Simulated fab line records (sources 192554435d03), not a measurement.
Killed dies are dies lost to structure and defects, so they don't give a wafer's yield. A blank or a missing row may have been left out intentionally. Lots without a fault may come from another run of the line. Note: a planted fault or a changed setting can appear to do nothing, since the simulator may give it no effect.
Which tool did it? :: flow n5_finfet :: Sampling: 10 lots, 29 wafers, 5 of 1938 route steps

WHAT THE GAUGES READ, wafer by wafer
N5_BEOL_M12_RS_MEAS_54: measurement is done with a four-point probe. Usual: for M12_RS the level is 0.0603 ohm/sq and the standard deviation is 0.0012.
lot: L330
measured: day 13 18:51
on: film_metro-02
M12_RS (ohm/sq): 0.0588 0.0606 0.0584
flag: 

lot: L336
measured: day 14 21:14
on: film_metro-02
M12_RS (ohm/sq): 0.0619 0.0590 0.0587
flag: 

lot: L337
measured: day 15 03:20
on: film_metro-02
M12_RS (ohm/sq): 0.0612 0.0595 0.0596
flag: 

lot: L335
measured: day 15 12:05
on: film_metro-01
M12_RS (ohm/sq): 0.0626 0.0611 0.0633
flag: 

lot: L339
measured: day 15 15:24
on: film_metro-01
M12_RS (ohm/sq): 0.0628 0.0620 0.0598
flag: 

lot: L341
measured: day 16 05:03
on: film_metro-02
M12_RS (ohm/sq): 0.0593 0.0615
flag: 

lot: L342
measured: day 16 10:15
on: film_metro-01
M12_RS (ohm/sq): 0.0617 0.0608 0.0604
flag: 

lot: L349
measured: day 18 13:49
on: film_metro-01
M12_RS (ohm/sq): 0.0611 0.0594 0.0608
flag: 

lot: L353
measured: day 19 08:56
on: film_metro-01
M12_RS (ohm/sq): 0.0590 0.0600 0.0604
flag: 

lot: L352
measured: day 19 09:34
on: film_metro-01
M12_RS (ohm/sq): 0.0604 0.0614 0.0609
flag: 

N5_BEOL_M13_THK_MEAS_01. Usual: for M13_ILD_THK the level is 838 nm and the standard deviation is 10.
lot: L330
measured: day 13 19:04
on: film_metro-02
M13_ILD_THK (nm): 839 838 842
flag: 

lot: L336
measured: day 14 21:28
on: film_metro-02
M13_ILD_THK (nm): 836 849 845
flag: 

lot: L337
measured: day 15 03:33
on: film_metro-01
M13_ILD_THK (nm): 838 829 849
flag: 

lot: L335
measured: day 15 12:19
on: film_metro-01
M13_ILD_THK (nm): 836 834 849
flag: 

lot: L339
measured: day 15 15:37
on: film_metro-02
M13_ILD_THK (nm): 839 829 842
flag: 

lot: L341
measured: day 16 05:16
on: film_metro-01
M13_ILD_THK (nm): 655 654
flag: OFF

lot: L342
measured: day 16 10:28
on: film_metro-01
M13_ILD_THK (nm): 648 848 840
flag: OFF

lot: L349
measured: day 18 14:02
on: film_metro-01
M13_ILD_THK (nm): 830 833 845
flag: 

lot: L353
measured: day 19 09:09
on: film_metro-01
M13_ILD_THK (nm): 824 823 831
flag: 

lot: L352
measured: day 19 09:47
on: film_metro-02
M13_ILD_THK (nm): 826 830 839
flag: 

N5_BEOL_M13_OVL_MEAS_11. Usual: for V12_OVL the level is 1 nm and the standard deviation is 5.5.
lot: L330
measured: day 13 19:31
on: overlay-01
V12_OVL (nm): 3 10 6
flag: 

lot: L336
measured: day 14 21:55
on: overlay-01
V12_OVL (nm): -2 1 -1
flag: 

lot: L337
measured: day 15 03:55
on: overlay-01
V12_OVL (nm): -2 0 -8
flag: 

lot: L335
measured: day 15 12:47
on: overlay-01
V12_OVL (nm): 6 8 -3
flag: 

lot: L339
measured: day 15 15:56
on: overlay-01
V12_OVL (nm): -11 -3 1
flag: 

lot: L341
measured: day 16 05:43
on: overlay-01
V12_OVL (nm): 5 5
flag: 

lot: L342
measured: day 16 10:55
on: overlay-01
V12_OVL (nm): -3 -6 -4
flag: 

lot: L349
measured: day 18 14:22
on: overlay-01
V12_OVL (nm): -2 0 2
flag: 

lot: L353
measured: day 19 09:29
on: overlay-01
V12_OVL (nm): -7 -3 -6
flag: 

lot: L352
measured: day 19 10:07
on: overlay-02
V12_OVL (nm): -5 7 5
flag: 

EACH LOT AND THE TOOL THAT RAN IT (in order: tool; ch and the chambers of the sampled wafers; start)
lot: L330
N5_BEOL_M12_DEGAS_41: pvd_sputter-01, day 13 17:37
N5_BEOL_M13_ILD_DEP_00: pecvd-02 ch 0,1,2, day 13 18:55

lot: L336
N5_BEOL_M12_DEGAS_41: pvd_sputter-01, day 14 20:01
N5_BEOL_M13_ILD_DEP_00: pecvd-02 ch 0,2, day 14 21:18

lot: L337
N5_BEOL_M12_DEGAS_41: pvd_sputter-02, day 15 00:34
N5_BEOL_M13_ILD_DEP_00: pecvd-04 ch 1,2, day 15 03:24

lot: L335
N5_BEOL_M12_DEGAS_41: pvd_sputter-03, day 15 10:52
N5_BEOL_M13_ILD_DEP_00: pecvd-02 ch 0,1, day 15 12:09

lot: L339
N5_BEOL_M12_DEGAS_41: pvd_sputter-01, day 15 14:10
N5_BEOL_M13_ILD_DEP_00: pecvd-04 ch 0,1, day 15 15:28

lot: L341
N5_BEOL_M12_DEGAS_41: pvd_sputter-01, day 16 03:49
N5_BEOL_M13_ILD_DEP_00: pecvd-04 ch 1,2, day 16 05:07

lot: L342
N5_BEOL_M12_DEGAS_41: pvd_sputter-03, day 16 09:01
N5_BEOL_M13_ILD_DEP_00: pecvd-04 ch 0,2, day 16 10:19

lot: L349
N5_BEOL_M12_DEGAS_41: pvd_sputter-01, day 18 12:35
N5_BEOL_M13_ILD_DEP_00: pecvd-02 ch 0,1,2, day 18 13:53

lot: L353
N5_BEOL_M12_DEGAS_41: pvd_sputter-01, day 19 07:43
N5_BEOL_M13_ILD_DEP_00: pecvd-02 ch 1,2, day 19 09:00

lot: L352
N5_BEOL_M12_DEGAS_41: pvd_sputter-03, day 19 08:22
N5_BEOL_M13_ILD_DEP_00: pecvd-02 ch 0,1,2, day 19 09:38
- N5_BEOL_M12_DEGAS_41: time 60 s.
- N5_BEOL_M13_ILD_DEP_00: deposits SiOC from DEMS/O2, target thk 837.92 nm, time 166.4 s.

AS READ BY THE TOOLS THEMSELVES (means over the sampled wafers that have a number; for cases with no such wafer, the mark the record gives instead)
N5_BEOL_M12_DEGAS_41. Usual: heater_power_w 332 W, standard deviation 32.
lot: L330
tool: pvd_sputter-01
heater_power_w (W): 313
flag: 

lot: L336
tool: pvd_sputter-01
heater_power_w (W): 329
flag: 

lot: L337
tool: pvd_sputter-02
heater_power_w (W): 336
flag: 

lot: L335
tool: pvd_sputter-03
heater_power_w (W): 307
flag: 

lot: L339
tool: pvd_sputter-01
heater_power_w (W): 331
flag: 

lot: L341
tool: pvd_sputter-01
heater_power_w (W): 321
flag: 

lot: L342
tool: pvd_sputter-03
heater_power_w (W): 313
flag: 

lot: L349
tool: pvd_sputter-01
heater_power_w (W): 330
flag: 

lot: L353
tool: pvd_sputter-01
heater_power_w (W): 325
flag: 

lot: L352
tool: pvd_sputter-03
heater_power_w (W): 300
flag: 

N5_BEOL_M13_ILD_DEP_00. Usual: heater_power_outer_w 255 W, standard deviation 44; heater_power_w 469 W, standard deviation 75; run_length_s 211.2 s, standard deviation 0.52; showerhead_plenum_p_Torr 5.693 Torr, standard deviation 0.012; throttle_valve_pct 11.8 %, standard deviation 0.81.
lot: L330
tool: pecvd-02
heater_power_outer_w (W): 243
heater_power_w (W): 419
run_length_s (s): 211.3
showerhead_plenum_p_Torr (Torr): 5.684
throttle_valve_pct (%): 11.7
flag: 

lot: L336
tool: pecvd-02
heater_power_outer_w (W): 229
heater_power_w (W): 398
run_length_s (s): 210.9
showerhead_plenum_p_Torr (Torr): 5.687
throttle_valve_pct (%): 11.3
flag: 

lot: L337
tool: pecvd-04
heater_power_outer_w (W): 249
heater_power_w (W): 465
run_length_s (s): 211.5
showerhead_plenum_p_Torr (Torr): 5.699
throttle_valve_pct (%): 12.6
flag: 

lot: L335
tool: pecvd-02
heater_power_outer_w (W): 258
heater_power_w (W): 449
run_length_s (s): 211.2
showerhead_plenum_p_Torr (Torr): 5.690
throttle_valve_pct (%): 12.0
flag: 

lot: L339
tool: pecvd-04
heater_power_outer_w (W): 255
heater_power_w (W): 499
run_length_s (s): 211.6
showerhead_plenum_p_Torr (Torr): 5.698
throttle_valve_pct (%): 12.9
flag: 

lot: L341
tool: pecvd-04
heater_power_outer_w (W): 286
heater_power_w (W): 510
run_length_s (s): 176.3
showerhead_plenum_p_Torr (Torr): 5.700
throttle_valve_pct (%): 12.2
flag: OFF

lot: L342
tool: pecvd-04
heater_power_outer_w (W): 279
heater_power_w (W): 550
run_length_s (s): 199.0
showerhead_plenum_p_Torr (Torr): 5.689
throttle_valve_pct (%): 11.5
flag: OFF

lot: L349
tool: pecvd-02
heater_power_outer_w (W): 254
heater_power_w (W): 443
run_length_s (s): 211.5
showerhead_plenum_p_Torr (Torr): 5.702
throttle_valve_pct (%): 11.6
flag: 

lot: L353
tool: pecvd-02
heater_power_outer_w (W): 249
heater_power_w (W): 452
run_length_s (s): 211.6
showerhead_plenum_p_Torr (Torr): 5.690
throttle_valve_pct (%): 11.7
flag: 

lot: L352
tool: pecvd-02
heater_power_outer_w (W): 261
heater_power_w (W): 459
run_length_s (s): 211.2
showerhead_plenum_p_Torr (Torr): 5.691
throttle_valve_pct (%): 11.5
flag: 

THE ANSWER, worked out from the rows above alone
Rule: a lot is off if the mean of its wafers that have a number lies more than 3 standard deviations from the usual mean. A lot without any number at a reading at which 4 lots or more have one is off too. The other lots that the step has rows for count as sound. Order of review: gauges by route order, followed by the tools' own readings, for which a lot's mean as printed above is used. The first step at which some lot is off is used, and at that step the reading that is off furthest; a lot without a number counts as furthest.
Off: at N5_BEOL_M13_THK_MEAS_01 (M13_ILD_THK), L341, L342.
If a tool, at a process step before that reading, ran all the lots that are off and no sound lot after the first of them, it fits. The gauges at N5_BEOL_M13_THK_MEAS_01 aren't tried: what is off there is off at N5_BEOL_M13_ILD_DEP_00 too, on other tools, and a gauge's error can't cause that. One candidate fits, namely pecvd-04 at N5_BEOL_M13_ILD_DEP_00. A fault onset in the window from L339 (day 15 15:28, its last sound lot) to L341 (day 16 05:07, its first lot off) fits.
The tool's own readings at N5_BEOL_M13_ILD_DEP_00 bear it out: on the lots that are off they differ by more than 5 times the standard deviation of the sound lots' means. run_length_s reads 187.7 s there against 211.3 s on the sound lots.

WHAT WAS PUT IN BY THE SIMULATOR
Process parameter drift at N5_BEOL_M13_ILD_DEP_00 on pecvd-04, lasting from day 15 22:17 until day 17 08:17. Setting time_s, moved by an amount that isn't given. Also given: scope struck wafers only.
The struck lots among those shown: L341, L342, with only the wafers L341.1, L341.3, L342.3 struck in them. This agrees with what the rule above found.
